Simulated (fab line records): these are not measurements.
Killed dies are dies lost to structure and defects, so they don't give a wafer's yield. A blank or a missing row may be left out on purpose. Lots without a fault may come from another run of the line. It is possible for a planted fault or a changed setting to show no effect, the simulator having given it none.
Split-lot study -- flow n5-finfet -- on a route of 1938 steps: 7 lots, 39 wafers read

== THE SPLIT ==
At N5_BEOL_M9_TRENCH_ETCH_37 (etches SiCOH lowk in C4F6/O2, target depth 151.43 nm, time 49 s), the setting time-s was moved away from the recipe's 49 s on 15 of the 39 wafers read, by -43.4% to +49.7%. For the rest of the wafers, this setting stayed at what the recipe calls for.

== FROM THE SPLIT TO THE READING: what the file shows between them, 8 steps ==
- N5_BEOL_M9_ETCH_41: etches SiCN in CH3F/O2, target depth 36.6 nm, time 70.1 s
- N5_BEOL_M9_STRIP_80: strips in N2/H2, time 10 s
- N5_BEOL_M9_OCD_MEAS_38
- N5_BEOL_M9_HM_STRIP_39: strips TiN in peroxide tin strip, target depth 25 nm, time 158 s
- N5_BEOL_M9_SRD_40: time 30 s
- N5_BEOL_M9_ECD_50: material Cu, target thk 318 nm
- N5_BEOL_M9_ANNEAL_51: time 90 s
- N5_BEOL_M9_CMP_52: polishes, stops on SiCOH lowk, t overpolish 7 s, target thk 140 nm

== THE READING ==
M9_THK, in nm, at N5_BEOL_M9_THK_MEAS_53 (measures by xrf). Fault-free wafers of this fab line usually give 138.6 nm, standard deviation 2.6 nm.

wafer,"tool, chamber at the split","time-s as run, s",against the recipe,"M9_THK, nm",against lot-mates on the recipe
L075.1,"rie-diel-02, 2",49,recipe,144.5,-
L075.2,"rie-diel-02, 1",49,recipe,140.3,-
L075.3,"rie-diel-02, 0",73.36,+49.7%,210.3,+69.6
L075.4,"rie-diel-02, 3",73.36,+49.7%,218.6,+77.9
L075.5,"rie-diel-02, 3",73.36,+49.7%,217.8,+77.1
L075.6,"rie-diel-02, 0",49,recipe,137.4,-
L078.1,"rie-diel-04, 0",49,recipe,136.8,-
L078.2,"rie-diel-04, 3",49,recipe,136.1,-
L078.3,"rie-diel-04, 2",49,recipe,139.8,-
L078.4,"rie-diel-04, 1",49,recipe,135.3,-
L078.5,"rie-diel-04, 0",49,recipe,135.8,-
L078.6,"rie-diel-04, 1",49,recipe,138.4,-
L082.1,"rie-diel-02, 2",49,recipe,141.0,-
L082.2,"rie-diel-02, 3",62.35,+27.2%,180.8,+39.8
L082.3,"rie-diel-02, 1",62.35,+27.2%,181.3,+40.3
L082.4,"rie-diel-02, 0",62.35,+27.2%,175.6,+34.6
L082.5,"rie-diel-02, 3",49,recipe,140.3,-
L082.6,"rie-diel-02, 2",49,recipe,141.7,-
L086.1,"rie-diel-04, 1",66.59,+35.9%,190.9,+52.0
L086.2,"rie-diel-04, 2",66.59,+35.9%,195.9,+57.0
L086.3,"rie-diel-04, 0",49,recipe,138.5,-
L086.4,"rie-diel-04, 3",49,recipe,137.8,-
L086.5,"rie-diel-04, 3",66.59,+35.9%,192.6,+53.7
L086.6,"rie-diel-04, 2",49,recipe,140.4,-
L087.2,"rie-diel-03, 3",49,recipe,134.5,-
L087.3,"rie-diel-03, 2",49,recipe,137.1,-
L087.4,"rie-diel-03, 0",49,recipe,136.9,-
L090.1,"rie-diel-02, 0",40.73,-16.9%,111.2,-32.0
L090.2,"rie-diel-02, 1",40.73,-16.9%,114.8,-28.4
L090.3,"rie-diel-02, 3",49,recipe,140.1,-
L090.4,"rie-diel-02, 2",49,recipe,144.8,-
L090.5,"rie-diel-02, 1",40.73,-16.9%,116.0,-27.2
L090.6,"rie-diel-02, 2",49,recipe,144.6,-
L096.1,"rie-diel-03, 2",27.71,-43.4%,72.7,-66.9
L096.2,"rie-diel-03, 0",27.71,-43.4%,72.5,-67.1
L096.3,"rie-diel-03, 1",49,recipe,143.9,-
L096.4,"rie-diel-03, 3",27.71,-43.4%,74.5,-65.1
L096.5,"rie-diel-03, 2",49,recipe,137.7,-
L096.6,"rie-diel-03, 3",49,recipe,137.1,-

THE FIT
A straight line over all 39 wafers: M9_THK changes by +1.52 nm for each +1% of time-s; r = +1.00; the points scatter about the line by 2.9 nm.
The same after taking each lot's own level away (the mean of its wafers on the recipe; 39 wafers): +1.52 nm for each +1%; r = +1.00; scatter 2.5 nm.
Per that fit: largest time-s move, reading shift of 75 nm.
The span of the lots' own levels, 136.17 to 143.17 nm, comes to 2.7 times the standard deviation stated above.
Hence the lot-to-lot level has little effect on the slope; both slopes agree.
Check: with one of the wafers moved furthest among these (+49.7%) left out of the fit, the line predicts +75.5 nm for it against its lot-mates. It came out at +69.6 nm against them.

== THESE WAFERS: OTHER SPLITS ==
Note: prior to the reading, these wafers also went through further splits. Each is held against what the fit with the lots' levels taken away leaves over:
other split on the same wafers,wafers away from the commonest value,r with M9_THK (lot level and that fit taken away)
N5_FIN_SAQP_ETCH_65 time-s,12,-0.02
N5_BEOL_M0_SAQP_PECVD_96 time-s,12,-0.36
N5_BEOL_M1_PECVD_72 time-s,12,-0.07
N5_BEOL_M3_DESCUM_33 time-s,9,-0.10

== THE WHOLE CHAIN: every reading that the file lists as answering this split, in the file's order ==
step,what it does,reading,change (the file's fit),r (the file's)
N5_BEOL_M9_TRENCH_ETCH_37,"etches SiCOH lowk in C4F6/O2, target depth 151.43 nm, time 49 s","etch.depth-nm (the simulator's own value, which no gauge read)",+1.52 nm for each +1% of the setting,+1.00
N5_BEOL_M9_TRENCH_ETCH_37,"etches SiCOH lowk in C4F6/O2, target depth 151.43 nm, time 49 s","BEOL_M9.feature-depth-nm (the simulator's own value, which no gauge read)",+1.52 nm for each +1% of the setting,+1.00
N5_BEOL_M9_TRENCH_ETCH_37,"etches SiCOH lowk in C4F6/O2, target depth 151.43 nm, time 49 s","TiN_of_BEOL_M9_HM_DEP_02.thk-nm (the simulator's own value, which no gauge read)",-0.0443 nm for each +1% of the setting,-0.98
N5_BEOL_M9_OCD_MEAS_38,,trench-depth-nm,+1.53 nm for each +1% of the setting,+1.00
N5_BEOL_M9_CMP_52,"polishes, stops on SiCOH lowk, t overpolish 7 s, target thk 140 nm","Cu_of_BEOL_M9_ECD_50.thk-nm (the simulator's own value, which no gauge read)",+1.53 nm for each +1% of the setting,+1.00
N5_BEOL_M9_THK_MEAS_53,measures by xrf,M9_THK,+1.51 for each +1% of the setting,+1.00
N5_BEOL_M9_RS_MEAS_57,measures by four-point-probe,M9_RS,"not straight: 0.311 at the lowest setting, 0.150 at the recipe, 0.094 at the highest",not given

== THE FILE'S OWN FIT ==
M9_THK changes by +1.51 nm for each +1% of time-s, r = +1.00.
